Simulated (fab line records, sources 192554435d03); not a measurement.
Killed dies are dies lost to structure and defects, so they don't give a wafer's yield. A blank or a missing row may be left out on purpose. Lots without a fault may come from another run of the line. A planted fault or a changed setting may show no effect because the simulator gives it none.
fab line records | flow n5_finfet
record lots=4 wafers=11 last_day=18
route steps=1938 shown SD_EPI_P@309 SD_ACTIVATION@330 ILD0@335 SDB@347 MOL_CONTACT_COAG@538 BEOL_M4@1111 PASSIVATION@1936
lots that met no fault: from a run of the same line without faults
start_h: hours from the record's first day to the start of the lot's first wafer shown | wait_h: hours since the lot's step before | " the same as in the row above | L1.1+2: a row that stands for several wafers | - no value, or no start given | * or withheld: withheld | < > ~ a bound
route shown NAME@n: a module of which the file shows steps, and the number in the route of the first | usual: mean/standard deviation of fault-free wafers | same: alike in all rows | chamber/n: place in a boat | sites: the reading at each site | _std_site: their standard deviation | _edge_site: outer sites' mean less inner sites' | radius_mm: how far each site lies from the wafer's centre | mask NAME#n: copy n | behind: the tool/chamber that last shaped the wafer | hold: why the lot was held/for how many hours/how that ended | device: the transistor (n, p or np) that didn't switch | end of line: the same wafers' tests at the end of the route | a step without rows: its recipe alone | killed: dies lost to structure and defects at the first sort, not the wafer's yield | map: a wafer's dies, x killed, . not, _ none there
set.NAME: the setting as run; set.NAME@STEP: as run at that earlier step | model.NAME: the simulator's own value behind a step, which no gauge read
lots at some steps of the route; a table a step, a row a wafer
services: from which hour (start_h, from the record's first day; less than 0 if before it) a tool's chamber was out of use, for how many hours, and why
## steps
# step N5_SD_EPI_P_STRIP_38
# recipe chemistry=N2/H2 temp_c=40 n2_flow_sccm=200 h2_flow_sccm=200 rf_frequency_hz=6e+07
# step N5_SD_EPI_P_ETCHBACK_46
# recipe chemistry=CH3F/O2 mode=anisotropic_etchback target=SiNx target_depth_a=175 stop_on=SiO2 over_etch_frac=0.3 ion_energy_ev=120 pressure_mtorr=30 source_w=395 bias_w=73 Ar_flow_sccm=150 CH3F_flow_sccm=30 O2_flow_sccm=20
# step N5_SD_EPI_P_ETCH_47
# recipe chemistry=CH3F/O2 target=SiOCN target_depth_a=250 mask_material=SOC ion_energy_ev=60 bias_w=29 pressure_mtorr=30 source_w=410 Ar_flow_sccm=150 CH3F_flow_sccm=30 O2_flow_sccm=20
# step N5_SD_EPI_P_ETCH_16
# recipe chemistry=CHF3/O2 target=SiO2 target_depth_a=50 mask_material=SOC pressure_mtorr=30 source_w=650 bias_w=170 Ar_flow_sccm=200 CHF3_flow_sccm=50 O2_flow_sccm=5 ion_energy_ev=200
# step N5_SD_EPI_P_STRIP_50
# recipe chemistry=CHF3/O2 resist=SiARC rf_frequency_hz=6e+07
# step N5_SD_EPI_P_SD_RECESS_17
# recipe chemistry=HBr/Cl2/O2 target_depth_a=391 bt_time_s=3 pressure_mtorr=10 icp_w=800 bias_w=112 HBr_flow_sccm=150 Cl2_flow_sccm=80 O2_flow_sccm=12
# step N5_SD_EPI_P_WET_ETCH_45
# recipe chemistry=dHF dilution=withheld time_s=10.7 target=SiO2 target_depth_a=20 temp_c=25 dry=ipa_marangoni rinse_time_s=30 rinse_temp_c=23
# step N5_SD_EPI_P_STRIP_40
# recipe chemistry=N2/H2 power_w=1000 temp_c=250 h2_frac=0.65 overash_fraction=0.3 pressure_mtorr=withheld n2_flow_sccm=1750 h2_flow_sccm=3250
# step N5_SD_EPI_P_PRECLEAN_52
# recipe chemistry=O3/DIW time_s=60 temp_c=22 o3_ppm=10
# step N5_SD_EPI_P_SRD_20
# recipe dry=ipa_marangoni do_ppb=5 time_s=30 temp_c=23 rinse_liquid=diw
# step N5_SD_EPI_P_PRECLEAN_51
# recipe chemistry=NF3:NH3 afs_cycles=1 temp_c=30 time_s=20 sublimation_temp_c=180 sublimation_time_s=60 pressure_torr=3 rf_power_w=30
# step N5_SD_EPI_P_VAPOR_ETCH_44
# recipe chemistry=NF3/Ar target=SiGe30 temp_c=25 time_s=3.3 mode=isotropic
# step N5_SD_EPI_P_EPI_21
# recipe material=SiGe:B dopant=B temp_c=550 pressure_torr=20 ambient=H2 time_s=355
# usual epi_growth_time_s=355/0 susceptor_temp_C=550.04/0.27
# columns lot.wafer tool chamber start_h wait_h epi_growth_time_s susceptor_temp_C model.SiGe-B_of_SD_EPI_P_EPI_21.thk_nm
L994.4 epi_rpcvd-02 0 73.10 1.5 355 550.49 61.6
L994.5 " 0 " " 355 550.23 61.8
L994.6 " 0 " " 355 550.06 61.4
L104.1 epi_rpcvd-02 0 133.76 0.2 355 550.05 62.2
L104.5 " 0 135.68 2.0 355 549.75 60.6
L104.6 " 0 " " 204.42 550.22 38.8
L105.1 epi_rpcvd-02 0 140.26 0.1 355 550.28 60.4
L105.3 " 0 " " 204.42 549.90 37.2
L113.1 epi_rpcvd-01 0 189.23 0.1 355 549.60 58.8
L113.3 " 0 " " 355 549.79 58.6
L113.5 " 0 " " 355 550.19 59.2
# step N5_SD_EPI_P_EPI_MEAS_23
# recipe mode=xrd
# usual thk_nm=61.1/1.3
# columns lot.wafer tool chamber start_h wait_h thk_nm
L994.4 film_metro-01 - 74.60 1.0 61.9
L994.5 " - " " 61.1
L994.6 " - " " 63.7
L104.1 film_metro-01 - 136.68 2.4 61.8
L104.5 " - " " 61.9
L104.6 " - " " 38.1
L105.1 film_metro-02 - 142.46 1.8 61.9
L105.3 " - " " 37.8
L113.1 film_metro-02 - 191.43 1.8 57.1
L113.3 " - " " 59.7
L113.5 " - " " 58.1
# step N5_SD_EPI_P_HM_STRIP_48
# recipe chemistry=H3PO4 temp_c=160 material=SiNx target=SiNx target_depth_a=30 overetch_fraction=0.3
# step N5_SD_EPI_P_SRD_49
# recipe dry=ipa_marangoni time_s=30 temp_c=23 rinse_liquid=diw
# step N5_SD_EPI_P_PRECLEAN_24
# recipe chemistry=O3/DIW time_s=45 temp_c=22 o3_ppm=10
# step N5_SD_EPI_P_PRECLEAN_32
# recipe chemistry=dHF time_s=10 dilution=500:1 temp_c=25
# step N5_SD_EPI_P_PRECLEAN_33
# recipe chemistry=SC2 time_s=45 temp_c=35 mix=1:1:50
# step N5_SD_EPI_P_SRD_25
# recipe time_s=30 temp_c=23 rinse_liquid=diw dry=ipa_marangoni
# step N5_SD_ACTIVATION_RTA_00
# recipe temp_c=975 time_s=0 ambient=N2 idle_temp_c=600 ramp_up_c_per_s=150 ramp_down_c_per_s=60 cool_to_c=600
# step N5_SD_ACTIVATION_LSA_01
# recipe temp_c=1080 time_s=0.0008 ambient=N2
# step N5_SD_ACTIVATION_RS_MEAS_03
# recipe thk_meas_gauge=four-point-probe
# usual RS_SD_N=21.82/0.29 RS_SD_P=56.1/0.88
# columns lot.wafer tool chamber start_h wait_h RS_SD_N[ohm/sq] RS_SD_P[ohm/sq]
L994.4 film_metro-02 - 75.39 0.1 21.52 55.8
L994.5 " - " " 21.69 55.9
L994.6 " - " " 21.54 56.6
L104.1 film_metro-02 - 137.29 0.2 21.81 54.3
L104.5 " - " " 21.84 56.2
L104.6 " - " " 22.04 86.9
L105.1 film_metro-02 - 143.22 0.2 21.73 56.4
L105.3 " - " " 21.70 92.3
L113.1 film_metro-02 - 192.03 0.2 22.16 58.2
L113.3 " - " " 21.99 58.4
L113.5 " - " " 21.88 57.7
# step N5_ILD0_LINER_00
# recipe material=SiNx target_thk_a=40 temp_c=400 ald_precursor_family=SiH2I2 ald_co_reactant=N2/H2-plasma pulse_time_s=1 purge_time_s=2 co_reactant_purge_time_s=2 ald_cycles=80 pressure_torr=2
# step N5_ILD0_FCVD_FILL_01
# recipe material=SiO2_flowable target_thk_a=2000 temp_c=100 pressure_torr=0.8 rf_w=2000 time_s=328.3
# step N5_ILD0_CURE_02
# recipe temp_c=450 time_s=1800 ambient=steam idle_temp_c=400 ramp_up_c_per_min=5 ramp_down_c_per_min=3 densification_p_h2o_torr=640
# step N5_ILD0_CMP_03
# recipe stop_on=SiNx t_overpolish_s=1.9 post_cmp_clean=alkaline_brush down_force_psi=4.1491 platen_rpm=51.796 pad_velocity_m_s=1.0306 target_thk_nm=197.38
# step N5_ILD0_CMP_07
# recipe stop_on=poly-Si material=SiO2_flowable t_overpolish_s=1.18 post_cmp_clean=alkaline_brush down_force_psi=4.1491 platen_rpm=51.796 pad_velocity_m_s=1.0306 target_thk_nm=138.88
# step N5_ILD0_PRECLEAN_10
# recipe chemistry=NF3:NH3 afs_cycles=5 time_s=20 temp_c=30 sublimation_temp_c=180 sublimation_time_s=60 pressure_torr=3 rf_power_w=30
# step N5_ILD0_ALD_15
# recipe material=SiNx target_thk_a=240 temp_c=400 ald_precursor_family=SiH2I2 ald_co_reactant=N2/H2-plasma pulse_time_s=1 ald_cycles=480 purge_time_s=2 co_reactant_purge_time_s=2 pressure_torr=2
# step N5_ILD0_CMP_12
# recipe stop_on=poly-Si material=SiNx t_overpolish_s=6 post_cmp_clean=alkaline_brush down_force_psi=2.5 platen_rpm=51.8 pad_velocity_m_s=1.0307 target_thk_nm=17.67
# step N5_SDB_HM_DEP_00
# recipe material=SiNx target_thk_a=400 temp_c=400 precursor=SiH4/NH3/N2 pressure_torr=1.5 rf_w=300 time_s=35.3
# step N5_SDB_COAT_03
# recipe resist=SOC temp_c=250 time_s=60 spin_rpm=1500 resist_thk_nm=100
# step N5_SDB_COAT_04
# recipe resist=SiARC temp_c=220 time_s=60 spin_rpm=1500 resist_thk_nm=18
# step N5_SDB_COAT_05
# recipe resist=CAR-ArF spin_rpm=1500 resist_thk_nm=90
# step N5_MOL_CONTACT_COAG_ETCH_110
# recipe chemistry=CF4/O2 target=Si target_depth_a=25 time_s=8 pressure_mtorr=100 source_w=200 bias_w=12 ion_energy_ev=60 Ar_flow_sccm=100 cf4_flow_sccm=100 O2_flow_sccm=10
# usual drypump_motor_current_A=5.7/0.51 oes_f_703_au=0.81/0.084 oes_product_au=0.81/0.092 rf_fwd_power_W=198.1/0.88 rf_vpp_V=125.9/2.2 showerhead_plenum_p_Torr=2.18/0.045 throttle_valve_pct=10.76/0.27
# columns lot.wafer tool chamber start_h wait_h drypump_motor_current_A oes_f_703_au oes_product_au rf_fwd_power_W rf_hours_counter_h rf_vpp_V showerhead_plenum_p_Torr throttle_valve_pct model.SiGe-B_of_SD_EPI_P_EPI_21.thk_nm
L994.4 rie_diel-06 2 108.39 0.0 5.3 0.74 0.74 196.4 196 126.0 2.13 11.00 58.6
L994.5 " 2 " " 5.4 0.73 0.73 196.9 - 125.6 2.13 10.98 58.8
L994.6 " 3 " " 6.7 0.69 0.68 197.4 - 126.4 2.19 11.19 58.6
L104.1 rie_diel-04 3 168.25 0.0 5.7 0.86 0.86 199.2 62 126.3 2.18 10.80 59.2
L104.5 " 2 " " 5.9 0.73 0.70 197.9 - 123.7 2.21 11.11 57.8
L104.6 " 3 " " 5.7 0.86 0.87 200.2 - 124.6 2.18 10.81 37
L105.1 rie_diel-04 2 173.47 0.0 5.9 0.73 0.70 197.5 227 124.6 2.21 11.12 57.4
L105.3 " 0 " " 5.5 0.73 0.75 197.3 138 127.7 2.14 10.75 35.4
L113.1 rie_diel-06 3 221.78 0.0 6.7 0.89 0.90 198.8 26 125.6 2.18 10.56 56
L113.3 " 0 " " 5.2 0.81 0.81 198.4 77 128.7 2.18 10.70 55.8
L113.5 " 3 " " 6.7 0.89 0.90 198.7 - 126.5 2.18 10.57 56.4
# step N5_BEOL_M4_RC_MEAS_101
# usual DIBL_N=36.0/1.6 DIBL_P=36.1/2 IOFF_N=0.160/0.029 IOFF_P=0.21/0.039 ION_N=675/13 ION_P=464/8.8 REXT_P=101.2/2.8 RS_SD_P=66.0/0.99 SS_N=71.5/0.58 SS_P=73.3/0.65 VT_N=250/3.3 VT_P=-249/3.6 VT_P_LVT=-98.0/2.9
# columns lot.wafer tool chamber start_h wait_h DIBL_N[mV/V] DIBL_P[mV/V] IOFF_N[nA/um] IOFF_P[nA/um] ION_N[uA/um] ION_P[uA/um] REXT_P[ohm.um] RS_SD_P[ohm/sq] SS_N[mV/dec] SS_P[mV/dec] VT_N[mV] VT_P[mV] VT_P_LVT[mV]
L994.4 prober-02 0 187.27 0.5 35.3 35.7 0.135 0.17 667 455 99.9 66.2 72.0 72.2 252 -256 -102.1
L994.5 " 0 " " 33.8 33.5 0.111 0.14 656 454 99.6 65.7 71.8 72.8 256 -258 -105.8
L994.6 " 0 " " 35.2 34.8 0.135 0.17 675 460 99.5 65.6 71.8 73.1 253 -254 -102.2
L104.1 prober-01 0 238.30 0.0 34.3 33.0 0.147 0.19 674 464 104.4 64.2 71.0 73.0 250 -248 -95.5
L104.5 " 0 " " 35.2 35.4 0.157 0.21 670 460 105.2 65.5 70.6 73.1 247 -248 -95.6
L104.6 " 0 " " 36.9 37.9 0.189 0.17 674 427 123.6 103.0 70.8 73.1 247 -258 -106.9
L105.1 prober-02 0 244.03 0.0 36.5 35.4 0.163 0.22 673 463 106.1 66.6 71.4 73.5 250 -248 -98.8
L105.3 " 0 " " 34.7 36.2 0.143 0.14 686 431 124.7 108.1 71.8 72.1 249 -264 -114.1
L113.1 prober-02 0 303.28 0.0 34.6 34.1 0.130 0.18 657 452 101.5 67.5 71.7 72.8 254 -251 -100.3
L113.3 " 0 " " 36.9 38.1 0.192 0.26 674 464 102.6 68.5 71.4 73.9 248 -246 -95.1
L113.5 " 0 " " 33.7 33.0 0.120 0.17 660 454 102.4 67.2 71.5 72.7 255 -252 -100.6
# step N5_PASSIVATION_PROBE_49
# usual defect_limited_yield=91.0/1.3 killed_at_M0_to_M3=36/9.5 killed_at_M4_up=14/5.6 killed_at_contacts=12/6.4 killed_at_front_end=40/10 killed_at_other=3.2/3 killed_dies=107/15 killed_open=69/12 killed_short=35/7.7 sort_bin_5_function=5.3/0.91 sort_bin_6_memory=3.3/0.65 sort_bin_8_speed=0.00/0.012 sort_n_pass=1073/15 sort_yield_pct=91.0/1.3
# same gross_dies=1180 killed_at_back_side=0 sort_bin_4_leakage[%]=0
# columns lot.wafer tool chamber start_h wait_h defect_limited_yield[%] killed_at_M0_to_M3 killed_at_M4_up killed_at_contacts killed_at_front_end killed_at_other killed_dies killed_open killed_short sort_bin_5_function[%] sort_bin_6_memory[%] sort_bin_8_speed[%] sort_n_pass sort_yield_pct[%]
L994.4 prober-01 - 293.64 0.2 91.6 47 13 4 34 1 99 52 40 5.0 2.2 0 1081 91.6
L994.5 prober-01 - 293.69 0.2 92.5 34 9 5 33 8 89 53 31 4.3 2.7 0 1091 92.5
L994.6 prober-01 - 293.74 0.3 90.8 49 11 14 32 2 108 68 38 5.4 3.2 0 1072 90.8
L104.6 prober-02 - 354.86 0.3 88.6 49 15 29 40 1 134 76 39 5.7 4.2 58.81 352 29.8
L105.1 prober-02 - 358.16 0.0 89.2 56 20 4 44 3 127 84 41 6.0 4.6 0 1053 89.2
L105.3 prober-02 - 358.26 0.1 89.6 44 15 8 53 3 123 79 41 6.3 3.5 18.64 837 70.9
# killed by level:class
L994.4 BEOL_M0_SAQP:geometric_particle:short=11 BEOL_M3:geometric_particle:open=9 BEOL_M2:geometric_particle:open=7 FIN_SAQP:geometric_particle:short=6 BEOL_M2:geometric_particle:short=6 HKMG_FIN:area_etch=6 BEOL_M0_SAQP:geometric_particle:open=5 BEOL_M1:geometric_particle:open=5
L994.5 BEOL_M3:geometric_particle:open=14 FIN_SAQP:geometric_particle:short=6 STI_FIN_REVEAL:geometric_particle:open=6 BEOL_M2:geometric_particle:open=6 FIN_SAQP:geometric_particle:open=4 MOL_CONTACT_COAG:geometric_particle:open=4 BEOL_M0_SAQP:geometric_particle:open=4 GATE_CUT:geometric_particle:short=3
L994.6 BEOL_M3:geometric_particle:open=11 MOL_CONTACT_COAG:geometric_particle:open=10 BEOL_M2:geometric_particle:open=10 FIN_SAQP:geometric_particle:open=9 FIN_SAQP:geometric_particle:short=9 BEOL_M0_SAQP:geometric_particle:open=8 BEOL_M0_SAQP:geometric_particle:short=7 BEOL_M4:geometric_particle:open=6
L104.6 MOL_CONTACT_COAG:geometric_particle:open=23 BEOL_M0_SAQP:geometric_particle:short=12 HKMG_FIN:area_etch=12 BEOL_M0_SAQP:geometric_particle:open=11 BEOL_M2:geometric_particle:open=11 STI_FIN_REVEAL:geometric_particle:open=8 MOL_CONTACT_COAG:geometric_particle:short=6 BEOL_M3:geometric_particle:open=5
L105.1 BEOL_M1:geometric_particle:open=20 STI_FIN_REVEAL:geometric_particle:open=14 BEOL_M0_SAQP:geometric_particle:short=10 BEOL_M0_SAQP:geometric_particle:open=8 FIN_SAQP:geometric_particle:short=7 BEOL_M2:geometric_particle:open=6 GATE_CUT:geometric_particle:short=5 BEOL_M8:geometric_particle:open=5
L105.3 STI_FIN_REVEAL:geometric_particle:open=16 BEOL_M1:geometric_particle:short=10 FIN_SAQP:geometric_particle:open=9 BEOL_M2:geometric_particle:open=8 BEOL_M4:geometric_particle:open=7 BEOL_M0_SAQP:geometric_particle:short=7 MOL_CONTACT_COAG:geometric_particle:open=6 FIN_SAQP:geometric_particle:short=5
# map L104.6 (x killed, . not)
_________________x.....xx....________________
______________..x.x.....x......._____________
___________............x.......x...__________
__________.........x.......x.....x.._________
________..x.......x.......x.........x._______
_______....x....x...........x...x...x..______
______.x..................x............._____
_____.........xxxx..........x............____
____...................xx................x___
___.x............x....x....x..............x__
___........................................__
__xx.............xx....................x.x.._
__.xx.................x................x...x_
_..........xx...................x............
_.......x....x............x.........x...x....
_x.x.........................x...............
_......x............x...............x.x......
_....x.x..x..........x...x...................
_x...........xx........x..x..................
_..................x........x....x....x..x.x.
_.........................x.....x....xx..x...
__x........................x..x............._
__x...x......x..xx...........x.x............_
___................x....x..x......x...x....__
___.x..........x....x.................x....__
____........x........x.x.xx...x.x.........___
_____....xx....................xx.....x..____
______.x....x.....x...........xx........_____
_______.............x....x.x....x......______
________...x...x......................_______
__________...x............x....x...._________
___________...........x.......x....__________
______________..xx.x.......xx..._____________
_________________............________________
# map L105.1 (x killed, . not)
_________________..........x.________________
______________.....x...x.xx....._____________
___________..xx....x.....x...x.....__________
__________...x......................_________
________x.................x......x...._______
_______........x...............x.......______
______.................x.....xx........._____
_____.........x....x.....x..............x____
____......x.......x........x.x.x..........___
___....x.x...x...x.........................__
___........x.x..............x..............__
__x...............................x......xx._
__...............................x.........._
_...x........................x.....x.x..x....
_x......................xxx.........x........
_......................x......x.xx...........
_x..............x......x..........x.x..x.....
_......x...x........xx.x..............x......
_x....................x..x.....x...x...x.....
_.....................x................xx...x
_....x.......................x.xx............
__....x..........x....x....................._
__x..............x.xx.........x.......x....._
___...................xxx..................__
___...x...............x.........x.........x__
____....x.........x.xx.........x....x.....___
_____..x.......x.........x.x.............____
______......x.x......x........x.......x._____
_______................x............xx.______
________.............................._______
__________.......x...x........x....._________
___________..x...x...........xx.xx.__________
______________.....x..........x._____________
_________________..x....x....________________
## services
# columns tool chamber start_h hours kind
rie_diel-06 3 81.71 6.0 repair
rie_diel-04 1 120.81 9.9 repair
rie_diel-06 3 135.20 - clean
rie_diel-06 3 135.20 - consumable_replace:focus_ring
rie_diel-06 3 135.20 16.4 scheduled_down
rie_diel-06 3 135.20 16.4 vent_cycle
rie_diel-04 0 148.13 8.1 repair
epi_rpcvd-01 - 221.26 0.3 repair
epi_rpcvd-02 - 221.63 14.6 pm
## key
first_sign step=N5_SD_EPI_P_EPI_21 reading=epi_growth_time_s direction=down sigmas=99+ usual=* struck=*
effect step=N5_SD_EPI_P_EPI_MEAS_23 reading=thk_nm direction=down sigmas=18 usual=* struck=*
effect step=N5_SD_ACTIVATION_RS_MEAS_03 reading=RS_SD_P direction=up sigmas=38 usual=56.1 struck=89.6
effect step=N5_BEOL_M4_RC_MEAS_101 reading=RS_SD_P direction=up sigmas=40 usual=66.0 struck=105.5
effect step=N5_BEOL_M4_RC_MEAS_101 reading=REXT_P direction=up sigmas=8.1 usual=101.2 struck=124.1
effect step=N5_BEOL_M4_RC_MEAS_101 reading=VT_P_LVT direction=down sigmas=4.4 usual=-98.0 struck=-110.5
effect step=N5_BEOL_M4_RC_MEAS_101 reading=ION_P direction=down sigmas=3.9 usual=464 struck=429
effect step=N5_BEOL_M4_RC_MEAS_101 reading=VT_P direction=down sigmas=3.2 usual=-249 struck=-261
effect step=N5_PASSIVATION_PROBE_49 reading=sort_bin_8_speed direction=up sigmas=99+ usual=0.00 struck=38.73
model_effect step=N5_SD_EPI_P_EPI_21 value=SiGe-B_of_SD_EPI_P_EPI_21.thk_nm without=60.7 struck=38
model_effect step=N5_MOL_CONTACT_COAG_ETCH_110 value=SiGe-B_of_SD_EPI_P_EPI_21.thk_nm without=57.8 struck=36.2
met_at N5_SD_EPI_P_EPI_21
struck_wafers L104.6,L105.3
baseline_loss step=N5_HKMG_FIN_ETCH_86 wafers=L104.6
onset_between 73.10 133.76
fault kind=process_parameter_drift tool=epi_rpcvd-02 chamber=- onset_h=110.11 steps=N5_SD_EPI_P_EPI_21 channel=epi_growth_time_s offset=* shape=step end_h=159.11 scope=struck_wafers_only acts_in=* stated=*
# baseline_loss: these wafers lose ten dies or more at that step, a loss of the line's own and not of a fault; the sort's usual values leave them out
